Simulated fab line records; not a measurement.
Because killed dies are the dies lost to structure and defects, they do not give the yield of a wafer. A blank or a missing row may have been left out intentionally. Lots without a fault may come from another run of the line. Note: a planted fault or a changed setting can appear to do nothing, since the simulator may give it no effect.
Comparing a struck lot with a sound one + flow n5Finfet + 23 out of 1938 route steps
Sound: these wafers, L228.1, L228.2, L228.5. The struck wafers were L220.1, L220.3, L220.4. The cause is named last.
Per side, at each step with rows, come the tool, then ch with its chambers, and then its first start. Under that, the readings that differ: sound wafers + struck wafers + difference of the means + sigmas: that difference in standard deviations of wafers without a fault.
alike: words and numbers the same on both sides, and readings whose means are apart by under 2 such deviations; not compared: readings that were withheld, readings missing a value for some wafer, numbers with overlapping values and no deviation given by the record, and bounds like >300 which may hide the same value.
The two part at a step that has a row with sigmas, a row that says differs or no value, or rows on one side only. Numbers that don't overlap but have no deviation are shown without sigmas and don't part them. A reading that every wafer of one side lacks parts them only if that side has two wafers or more.

first, 9 steps without rows for these wafers: N5_GATE_CUT_DESCUM_18 (chemistry O2, time 7 s); N5_GATE_CUT_ETCH_28 (etches underlayer in N2/H2, target depth 13 nm, time 10.4 s); N5_GATE_CUT_ETCH_36 (etches SiARC in CF4, target depth 13 nm, time 21.7 s); N5_GATE_CUT_ETCH_37 (etches SOC in N2/H2, target depth 60 nm, overetch 12 nm, time 90 s); N5_GATE_CUT_STRIP_38 (strips in N2/H2); N5_GATE_CUT_STRIP_39 (strips in N2/H2); N5_GATE_CUT_HM_OPEN_40 (chemistry C4F6/O2, target SiO2, target depth 139 nm, time 85.1 s); N5_GATE_CUT_STRIP_41 (strips in CF4); N5_GATE_CUT_STRIP_42 (strips in O2).
N5_GATE_CUT_ETCH_19: etches SiNx in CH3F/O2, target depth 53.7 nm, time 76.7 s.
  sound on rieDiel-01 ch 0,1,2, day 8 17:48; struck on rieDiel-06 ch 1,2,3, day 6 13:32
  no value came back on the struck wafers for any of 8 readings (CH3F_flow_sccm (sccm), O2_flow_sccm (sccm) and others); on the sound wafers CH3F_flow_sccm (sccm) reads 29.98 30.00 30.09
  not compared: rfHoursCounterH, model.SiO2_of_GATE_CUT_HM_DEP_46.thkNm
N5_GATE_CUT_CUT_ETCH_53: etches W in SF6/Cl2, target depth 79.2 nm.
  sound on rieMetal-01 ch 0,1, day 8 17:55; struck on rieMetal-02 ch 0,1, day 6 13:39
| reading              | sound             | struck            | difference | sigmas |
|----------------------|-------------------|-------------------|------------|--------|
| etchRfOnTimeS (s)    | 25.0 27.5 27.4    | 34.3 34.3 34.3    | +7.7       | +7     |
| oesProductAu (a.u.)  | 0.84 0.58 0.58    | 0.31 0.26 0.30    | -0.38      | -3     |
| throttleValvePct (%) | 28.55 29.27 29.27 | 27.63 27.35 27.65 | -1.49      | -5     |
  alike: SF6_flow_sccm, biasW, drypumpMotorCurrentA
  not compared: rfHoursCounterH
N5_GATE_CUT_CUT_ETCH_54: etches TiN in Cl2/BCl3, target depth 96.7 nm.
  sound on rieMetal-01 ch 0,1, day 8 17:58; struck on rieMetal-02 ch 0,1, day 6 13:43
| reading             | sound          | struck         | difference | sigmas |
|---------------------|----------------|----------------|------------|--------|
| etchRfOnTimeS (s)   | 35.4 38.7 38.6 | 47.9 47.9 47.9 | +10.3      | +6     |
| oesProductAu (a.u.) | 0.82 0.57 0.58 | 0.30 0.25 0.31 | -0.37      | -3     |
  alike: bcl3FlowSccm, biasW, drypumpMotorCurrentA, throttleValvePct
  not compared: rfHoursCounterH
then, 8 steps without rows for these wafers: N5_GATE_CUT_ETCH_47 (etches SiO2 in Cl2/BCl3, target depth 10 nm); N5_GATE_CUT_VAPOR_ETCH_48 (etches TiN in BCl3/Cl2); N5_GATE_CUT_VAPOR_ETCH_49 (etches TiAlC in BCl3/Cl2); N5_GATE_CUT_VAPOR_ETCH_51 (etches HfO2 in BCl3/Cl2); N5_GATE_CUT_STRIP_21 (strips in N2/H2, time 30 s); N5_GATE_CUT_STRIP_29 (strips in post etch residue remover, time 60 s); N5_GATE_CUT_SRD_52 (time 30 s); N5_GATE_CUT_ALD_22 (deposits SiNx, target thk 16 nm, pulse time 1 s, ald cycles 320).
N5_GATE_CUT_CMP_23: polishes, stops on SiO2, t overpolish 23.4 s, target thk 16 nm.
  sound on cmp-02 ch 1,2,3, day 8 20:44; struck on cmp-04 ch 0,2,3, day 6 15:35
| reading                                     | sound             | struck            | difference | sigmas |
|---------------------------------------------|-------------------|-------------------|------------|--------|
| model.SiO2_of_GATE_CUT_HM_DEP_46.thkNm (nm) | 103.6 106.2 105.8 | 108.4 106.4 109.4 | +2.9       |        |
  alike: edgeZonePressureFrac, motorCurrentA
  not compared: padLifeWafers
N5_BEOL_M4_RC_MEAS_101:
  the record has rows for the sound wafers here (prober-01 ch 0, day 12 03:56) and none for the struck ones
-- here the record skips 7 days between the struck wafers' starts before and after, leaving off in module BEOL_M4 and picking up in module PASSIVATION (first step shown: number 1936 of the route) --
N5_PASSIVATION_PROBE_49:
  only the struck wafers here have rows in the record (prober-02, day 13 12:31); the sound ones have none

== WHERE THEY PART ==
Last at N5_PASSIVATION_PROBE_49 as far as this record goes, first at N5_GATE_CUT_ETCH_19.

WHY: what had been put in by the simulator
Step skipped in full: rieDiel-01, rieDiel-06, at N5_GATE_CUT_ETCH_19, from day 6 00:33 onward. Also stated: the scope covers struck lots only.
